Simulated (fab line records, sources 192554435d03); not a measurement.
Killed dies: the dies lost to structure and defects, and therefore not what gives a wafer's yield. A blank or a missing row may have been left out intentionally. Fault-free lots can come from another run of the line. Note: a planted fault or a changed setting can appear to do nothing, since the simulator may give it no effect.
Matching of chambers    flow n5_finfet    rie_diel-03 running N5_HKMG_FIN_STRIP_89: 4 sister chambers
The step strips SOC in N2/H2, time 20 s. 8 wafers are shown with their chamber, then 11 later ones without.

## WAFERS WITH THEIR CHAMBER
wafer   chamber  showerhead_plenum_p_Torr (Torr)  drypump_motor_current_A (A)
L083.2  1        3.25                             4.9
L084.2  1        3.25                             4.8
L084.5  3        3.42                             5.8
L084.6  0        3.47                             6.3
L088.1  2        3.19                             5.7
L088.2  3        3.42                             5.8
L088.4  0        3.46                             6.3
L093.4  2        3.19                             5.8

## WAFERS MISSING THEIR CHAMBER
wafer   showerhead_plenum_p_Torr (Torr)  drypump_motor_current_A (A)
L093.5  3.24                             4.9
L093.6  3.41                             5.8
L094.2  3.19                             5.8
L094.3  3.41                             5.8
L094.4  3.46                             6.3
L095.1  3.41                             5.8
L095.4  3.24                             4.9
L095.5  3.19                             5.8
L097.1  3.41                             5.8
L097.3  3.19                             5.8
L097.5  3.46                             6.3

## CHAMBER TAKEN BY EACH
wafer   from the rows above  in truth
L093.5  1                    1
L093.6  3                    3
L094.2  2                    2
L094.3  3                    3
L094.4  0                    0
L095.1  3                    3
L095.4  1                    1
L095.5  2                    2
L097.1  3                    3
L097.3  2                    2
L097.5  0                    0
Correctly placed: 11 of 11. Can't be placed from these rows: 0. 0 placed wrongly.
How it was worked out, from the rows above alone: a wafer's distance from a chamber is the root of the sum, over the readings, of the square of ((its reading less the chamber's mean) divided by the reading's scatter). The wafer belongs to the nearest chamber; if the next one is less than 2 further off, it can't be placed. A chamber's mean is the mean of its shown wafers. The scatter: the root of (the sum of the squares of (reading less its chamber's mean) over the shown wafers, divided by (wafers less chambers)).
